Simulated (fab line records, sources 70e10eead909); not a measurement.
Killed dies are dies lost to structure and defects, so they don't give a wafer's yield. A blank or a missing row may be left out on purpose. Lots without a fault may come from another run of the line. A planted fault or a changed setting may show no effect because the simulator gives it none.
Chamber matching | flow nand_harc | NHARC_A_WL_FILL_STRIP_29 on rie_diel-04: 4 sister chambers
The step strips in O2, time 20 s. 22 wafers are shown with their chamber, then 11 later ones without.

WAFERS WITH THEIR CHAMBER
wafer  | chamber | drypump_motor_current_A (A) | oes_product_au (a.u.) | throttle_valve_pct (%)
L076.3 | 3       | 6.1                         | 0.986                 | 17.041
L076.5 | 2       | 5.2                         | 1.002                 | 17.038
L076.6 | 1       | 5.4                         | 1.008                 | 17.033
L079.2 | 3       | 6.1                         | 0.997                 | 17.039
L079.5 | 3       | 6.2                         | 0.997                 | 17.053
L079.6 | 2       | 5.2                         | 1.006                 | 17.039
L078.3 | 2       | 5.2                         | 1.005                 | 17.044
L078.4 | 3       | 6.1                         | 0.985                 | 17.061
L078.5 | 2       | 5.2                         | 1.003                 | 17.028
L081.2 | 2       | 5.2                         | 1.011                 | 17.033
L081.4 | 0       | 6.3                         | 1.015                 | 17.039
L081.6 | 1       | 5.4                         | 0.994                 | 17.029
L085.2 | 0       | 6.3                         | 1.024                 | 17.055
L085.3 | 2       | 5.2                         | 1.006                 | 17.041
L085.5 | 0       | 6.3                         | 1.028                 | 17.043
L086.4 | 1       | 5.3                         | 0.990                 | 17.032
L086.5 | 3       | 6.1                         | 1.000                 | 17.028
L086.6 | 2       | 5.2                         | 1.008                 | 17.024
L087.3 | 3       | 6.1                         | 1.012                 | 17.046
L087.4 | 0       | 6.3                         | 1.023                 | 17.038
L087.6 | 1       | 5.4                         | 0.987                 | 17.021
L090.4 | 3       | 6.1                         | 0.998                 | 17.036

SIGNATURES (means of the wafers above)
reading                 | chamber 0 | chamber 1 | chamber 2 | chamber 3 | scatter within a chamber
drypump_motor_current_A | 6.300     | 5.375     | 5.200     | 6.114     | 0.0299
oes_product_au          | 1.02250   | 0.99475   | 1.00586   | 0.99643   | 0.00707
throttle_valve_pct      | 17.04375  | 17.02875  | 17.03529  | 17.04343  | 0.00854
Rule: a wafer's distance from a chamber is the root of the sum, over the readings, of the square of ((its reading less the chamber's mean) divided by the reading's scatter). The wafer belongs to the nearest chamber; if the next one is less than 2 further off, it can't be placed. The scatter: the root of (the sum of the squares of (reading less its chamber's mean) over the shown wafers, divided by (wafers less chambers)).

WAFERS WITHOUT THEIR CHAMBER
wafer  | drypump_motor_current_A (A) | oes_product_au (a.u.) | throttle_valve_pct (%)
L090.5 | 6.3                         | 1.016                 | 17.029
L090.6 | 5.4                         | 0.990                 | 17.026
L094.1 | 6.1                         | 1.004                 | 17.037
L094.3 | 5.4                         | 0.993                 | 17.030
L094.6 | 6.2                         | 0.997                 | 17.032
L095.1 | 6.1                         | 0.992                 | 17.037
L095.4 | 5.4                         | 0.993                 | 17.032
L095.5 | 6.3                         | 1.010                 | 17.028
L097.1 | 6.3                         | 1.015                 | 17.032
L097.3 | 5.4                         | 0.996                 | 17.035
L097.5 | 5.4                         | 0.982                 | 17.015

WHICH CHAMBER EACH WENT THROUGH
wafer  | from the rows above     | in truth
L090.5 | 0                       | 0
L090.6 | 1                       | 1
L094.1 | 3                       | 3
L094.3 | 1                       | 1
L094.6 | can't be placed: 3 or 0 | 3
L095.1 | 3                       | 3
L095.4 | 1                       | 1
L095.5 | 0                       | 0
L097.1 | 0                       | 0
L097.3 | 1                       | 1
L097.5 | 1                       | 1
Placed correctly: 10 of 11. Can't be placed from these rows: 1 (the true chamber is among the candidates in 1). Placed wrongly: 0.
